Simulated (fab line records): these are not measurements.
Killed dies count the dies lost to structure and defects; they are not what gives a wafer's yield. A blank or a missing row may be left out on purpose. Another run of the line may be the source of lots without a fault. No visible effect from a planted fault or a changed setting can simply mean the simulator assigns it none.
Code-filled problem report in 8D (eight disciplines) form / flow n5Finfet / the parts of the form that need people (team, actions taken, sign-off) are left out

1. PROBLEM STATEMENT
Wafers with no fault read 836.3 W with a standard deviation of 2.8, whereas rfFwdPowerW at N5_BEOL_M4_ETCH_70 reads a mean of 639.9 W on 1 wafer of 1 lot. That is -70 standard deviations from the usual mean.
The step: etches SOC in N2/H2, target depth 80 nm, overetch 24 nm, time 130 s.
First seen on wafer L733.4, day 13 06:25, on rieDiel-01. The record holds 24 wafers of 8 lots with a number at this step. Rule for "out" (also "out of limits"): further than 4 standard deviations from the usual mean. The rest of the wafers with a number are treated as sound.

2. WHAT THIS IS AND IS NOT
question=which readings at this step | is=rfFwdPowerW, rfVppV | is not=drypumpMotorCurrentA, oesProductAu, showerheadPlenumPTorr, throttleValvePct
question=which lots | is=L733 | is not=L723, L727, L737, L739, L742, L743, L744
question=which wafers of those lots | is=L733.4 | is not=L733.3, L733.5
question=read on which tools | is=rieDiel-01 | is not=rieDiel-04, rieDiel-05
question=when | is=from day 13 06:25 | is not=up to then (8 sound wafers); but 15 sound wafers of L737, L739, L742, L743, L744 came after

3. SUSPECTS, AND WHAT RULES EACH OUT
Counting: if a tool at a process step up to the reading ran every lot that is out, it stays a suspect. Sound lots after the first of them don't rule it out here, since some wafers of a struck lot are sound.
- pecvd-03 at N5_BEOL_M4_PECVD_72 (deposits SiO2 from TEOS/O2, target thk 16 nm, time 18 s): kept. It ran the lot that is out, L733 (day 11 18:30).
- rieDiel-01 at N5_BEOL_M4_ETCH_77 (etches underlayer in N2/H2, target depth 6.5 nm, time 5.2 s): kept. It ran the lot that is out, L733 (day 11 20:46).
- rieDiel-01 at N5_BEOL_M4_ETCH_70 (etches SOC in N2/H2, target depth 80 nm, overetch 24 nm, time 130 s): kept. It processed L733, the lot that is out, at day 13 06:25, and its most recent sound lot before then was L727 at day 11 21:18. On those wafers its own readings are out: rfFwdPowerW, rfVppV.
- Within pecvd-03 at N5_BEOL_M4_PECVD_72: the wafers that are out ran in chamber 1; their sound lot-mates ran in chamber 2.
- rieDiel-01, N5_BEOL_M4_ETCH_77: wafers that are out in chamber 2, sound lot-mates in chambers 1, 3.
- rieDiel-01, N5_BEOL_M4_ETCH_70: wafers that are out in chamber 1, sound lot-mates in chambers 0, 2.
pecvd-03 at N5_BEOL_M4_PECVD_72, rieDiel-01 at N5_BEOL_M4_ETCH_77 and rieDiel-01 at N5_BEOL_M4_ETCH_70 are what is left after counting.

4. THE CAUSE (what the simulator had put in)
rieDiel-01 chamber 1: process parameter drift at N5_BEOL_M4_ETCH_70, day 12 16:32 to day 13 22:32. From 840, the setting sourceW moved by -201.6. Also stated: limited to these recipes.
After counting, 3 suspects remain, this tool included.

5. THE CHAIN OF EFFECTS, in route order
One row per reading whose mean, taken over the struck wafers that have a number, lies over 3 standard deviations from the usual. Only readings for which the record gives a usual standard deviation are gone through. hours: the time from each lot's start at the first step in this table that gives one to its start at this step, as a median over the lots. sigmas: the change in usual standard deviations.
hours=0; step=N5_BEOL_M4_ETCH_70; reading=rfFwdPowerW; usual=836.3 W; on struck wafers=639.9; change=-196.4; sigmas=-70
hours=0; step=N5_BEOL_M4_ETCH_70; reading=rfVppV; usual=523.8 V; on struck wafers=577.6; change=+53.8; sigmas=+26
It contains these process steps:
- N5_BEOL_M4_ETCH_70: etches SOC in N2/H2, target depth 80 nm, overetch 24 nm, time 130 s.
At these later measuring or inspecting steps, every struck wafer for which the step has a row has a number for every such reading, and none has moved that far: N5_BEOL_M4_RC_MEAS_101.

6. WHAT WOULD HAVE CAUGHT IT SOONER
In this record the first reading out of limits was taken at day 13 06:25, 14 hours after the fault began at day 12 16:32.
